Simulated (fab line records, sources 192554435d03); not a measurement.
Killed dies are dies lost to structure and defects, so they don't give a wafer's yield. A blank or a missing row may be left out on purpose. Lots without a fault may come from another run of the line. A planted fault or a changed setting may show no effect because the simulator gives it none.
Chamber matching | flow n5_finfet | N5_STI_FIN_REVEAL_STRIP_24 on rie_diel-04: 4 sister chambers
The step strips in N2/H2, time 90 s. 8 wafers are shown with their chamber, then 9 later ones without.

WAFERS WITH THEIR CHAMBER
wafer  | chamber | drypump_motor_current_A (A) | throttle_valve_pct (%)
L078.3 | 1       | 5.5                         | 12.34
L086.2 | 0       | 6.3                         | 11.61
L086.5 | 3       | 5.5                         | 12.15
L090.5 | 2       | 5.2                         | 11.83
L090.6 | 3       | 5.5                         | 12.19
L091.2 | 2       | 5.2                         | 11.83
L091.5 | 1       | 5.5                         | 12.38
L091.6 | 0       | 6.2                         | 11.64

WAFERS WITHOUT THEIR CHAMBER
wafer  | drypump_motor_current_A (A) | throttle_valve_pct (%)
L095.1 | 5.5                         | 12.21
L095.2 | 5.5                         | 12.42
L095.4 | 5.2                         | 11.85
L096.2 | 5.5                         | 12.42
L096.4 | 6.3                         | 11.68
L096.5 | 5.1                         | 11.85
L097.1 | 5.2                         | 11.86
L097.2 | 5.5                         | 12.41
L097.5 | 5.2                         | 11.85

WHICH CHAMBER EACH WENT THROUGH
wafer  | from the rows above | in truth
L095.1 | 3                   | 3
L095.2 | 1                   | 1
L095.4 | 2                   | 2
L096.2 | 1                   | 1
L096.4 | 0                   | 0
L096.5 | 2                   | 2
L097.1 | 2                   | 2
L097.2 | 1                   | 1
L097.5 | 2                   | 2
Placed correctly: 9 of 9. Can't be placed from these rows: 0. Placed wrongly: 0.
How it was worked out, from the rows above alone: a wafer's distance from a chamber is the root of the sum, over the readings, of the square of ((its reading less the chamber's mean) divided by the reading's scatter). The wafer belongs to the nearest chamber; if the next one is less than 2 further off, it can't be placed. A chamber's mean is the mean of its shown wafers. The scatter: the root of (the sum of the squares of (reading less its chamber's mean) over the shown wafers, divided by (wafers less chambers)).
